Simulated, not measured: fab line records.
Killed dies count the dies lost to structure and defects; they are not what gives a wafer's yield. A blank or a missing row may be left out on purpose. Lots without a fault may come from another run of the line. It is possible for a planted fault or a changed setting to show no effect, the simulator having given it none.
Comparing a struck lot with a sound one || flow n5_finfet || 33 out of 1938 route steps
Sound: wafers L571.2, L571.4, L571.5. Struck: wafers L565.3, L565.4, L565.6. At the end, the cause is stated.
Each step with rows lists, per side, the tool, then ch with its chambers, then its first start. Under that, the readings that differ: sound wafers || struck wafers || difference of the means || sigmas: that difference in standard deviations of wafers without a fault.
alike: readings with means less than 2 such deviations apart, plus words and numbers identical on both sides. not compared: withheld readings, readings lacking a value on some wafer, bounds such as >300 that could conceal the same value, and numbers that have no deviation in the record and whose values overlap.
The two part at a step that has a row with sigmas, a row that says differs or no value, or rows on one side only. Non-overlapping numbers with no deviation appear without sigmas and do not part them. A reading missing from all wafers of one side parts the sides only when that side holds two or more wafers.

first, 9 steps without rows for these wafers: N5_HKMG_FIN_DEVELOP_48 (develop time 30 s); N5_HKMG_FIN_DESCUM_53 (chemistry O2, time 7.9 s); N5_HKMG_FIN_ETCH_54 (etches SiARC in CF4, target depth 45.5 nm, time 75.8 s); N5_HKMG_FIN_ETCH_55 (etches SOC in N2/H2, target depth 240 nm, time 300 s); N5_HKMG_FIN_STRIP_56 (strips in N2/H2); N5_HKMG_FIN_STRIP_57 (strips in CF4); N5_HKMG_FIN_ETCH_58 (etches SOC in N2/H2, target depth 215.8 nm, time 741 s); N5_HKMG_FIN_STRIP_93 (strips SOC in N2/H2, time 20 s); N5_HKMG_FIN_WET_ETCH_76 (etches Al2O3 in dNH4OH, stops on La2O3, target depth 2.25 nm, rinse time 30 s).
N5_HKMG_FIN_STRIP_60: strips in N2/H2, time 360 s.
  sound on plasma_asher-01 ch 0,1, day 9 07:34; struck on plasma_asher-02 ch 0,1, day 7 18:46
  no value came back on the struck wafers for drypump_motor_current_A (A), h2_flow_sccm (sccm), heater_power_w (W), time_s (s); on the sound wafers drypump_motor_current_A (A) reads 5.19 5.19 5.94
{"reading": "model.SOC_of_HKMG_FIN_COAT_41.thk_nm (nm)", "sound": "0 0 0", "struck": "72.6 75 73.4", "difference": "+73.7", "sigmas": ""}
  not compared: rf_hours_counter_h
then, 19 steps without rows for these wafers: N5_HKMG_FIN_WET_ETCH_77 (etches La2O3 in dHCl, stops on HfO2, target depth 2 nm); N5_HKMG_FIN_WET_ETCH_78 (etches Al2O3 in dNH4OH, stops on La2O3, target depth 4.5 nm, rinse time 30 s); N5_HKMG_FIN_ALD_79 (deposits TiN, target thk 1.5 nm, pulse time 1 s, purge time 3 s); N5_HKMG_FIN_CVD_62 (deposits a-Si from Si2H6, target thk 3 nm, time 20.8 s); N5_HKMG_FIN_RTA_80 (time 2 s); N5_HKMG_FIN_PRECLEAN_64 (cleans in dHF, time 30 s); N5_HKMG_FIN_WET_ETCH_65 (etches a-Si in TMAH, stops on TiN, time 49 s, target depth 3 nm); N5_HKMG_FIN_WET_ETCH_81 (etches TiN in SC1, stops on HfO2, time 57 s, target depth 6 nm); N5_HKMG_FIN_WET_ETCH_82 (etches La2O3 in dHCl, stops on HfO2, target depth 2 nm, rinse time 30 s); N5_HKMG_FIN_ALD_36 (deposits TiN, target thk 1 nm, pulse time 1 s, purge time 3 s); N5_HKMG_FIN_PWFM_ALD_03 (deposits TiN, target thk 2 nm, pulse time 1 s, purge time 3 s); N5_HKMG_FIN_COAT_29 (time 60 s, resist thk 300 nm); N5_HKMG_FIN_COAT_30 (time 60 s, resist thk 35 nm); N5_HKMG_FIN_COAT_06 (resist thk 90 nm); N5_HKMG_FIN_EBR_08; N5_HKMG_FIN_SOFTBAKE_07 (time 60 s); N5_HKMG_FIN_EXPOSE_09 (exposes mask NWFM); N5_HKMG_FIN_PEB_10 (peb time 60 s); N5_HKMG_FIN_DEVELOP_11 (develop time 30 s).
N5_HKMG_FIN_INSPECT_14: inspects for defects (macro).
  sound on defect_inspect-02, day 9 10:01; struck on defect_inspect-02, day 7 21:07
{"reading": "raw_defect_count", "sound": "3 2 0", "struck": "18 21 11", "difference": "+15", "sigmas": "+10"}
then, 1 step without rows for these wafers: N5_HKMG_FIN_DESCUM_17 (chemistry O2, time 7.9 s).
N5_BEOL_M4_RC_MEAS_101:
  the record has rows for the sound wafers here (prober-02 ch 0, day 13 06:38) and none for the struck ones
-- here the record skips 8 days between the struck wafers' starts before and after, leaving off in module BEOL_M4 and picking up in module PASSIVATION (first step shown: number 1936 of the route) --
N5_PASSIVATION_PROBE_49:
  sound on prober-01, day 17 09:19; struck on prober-02, day 15 16:45
{"reading": "defect_limited_yield (%)", "sound": "90.7 89.2 89.8", "struck": "0 0 0", "difference": -90, "sigmas": -60}
{"reading": "killed_at_front_end", "sound": "35 72 63", "struck": "1116 1114 1117", "difference": "+1059", "sigmas": "+88"}
{"reading": "killed_dies", "sound": "110 127 120", "struck": "1180 1180 1180", "difference": "+1061", "sigmas": "+59"}
{"reading": "killed_on_rim", "sound": "12 17 14", "struck": "152 152 152", "difference": "+138", "sigmas": "+33"}
{"reading": "sort_bin_5_function (%)", "sound": "6.2 6.2 6.0", "struck": "95.8 94.0 94.6", "difference": "+88.7", "sigmas": "+89"}
{"reading": "sort_bin_6_memory (%)", "sound": "2.6 3.7 3.8", "struck": "3.6 5.6 5.0", "difference": "+1.4", "sigmas": "+2"}
{"reading": "sort_n_pass", "sound": "1070 1053 1060", "struck": "0 0 0", "difference": -1061, "sigmas": -59}
{"reading": "sort_yield_pct (%)", "sound": "90.7 89.2 89.8", "struck": "0 0 0", "difference": -90, "sigmas": -60}
  alike: killed_at_M0_to_M3, killed_at_M4_up, killed_at_contacts, killed_at_other, killed_open, killed_short

WHERE THEY PART
Last at N5_PASSIVATION_PROBE_49 as far as this record goes, first at N5_HKMG_FIN_STRIP_60.

WHY: the cause the simulator had injected
Entire step skipped (plasma_asher-02, N5_HKMG_FIN_STRIP_60), from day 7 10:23 onward. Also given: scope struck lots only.
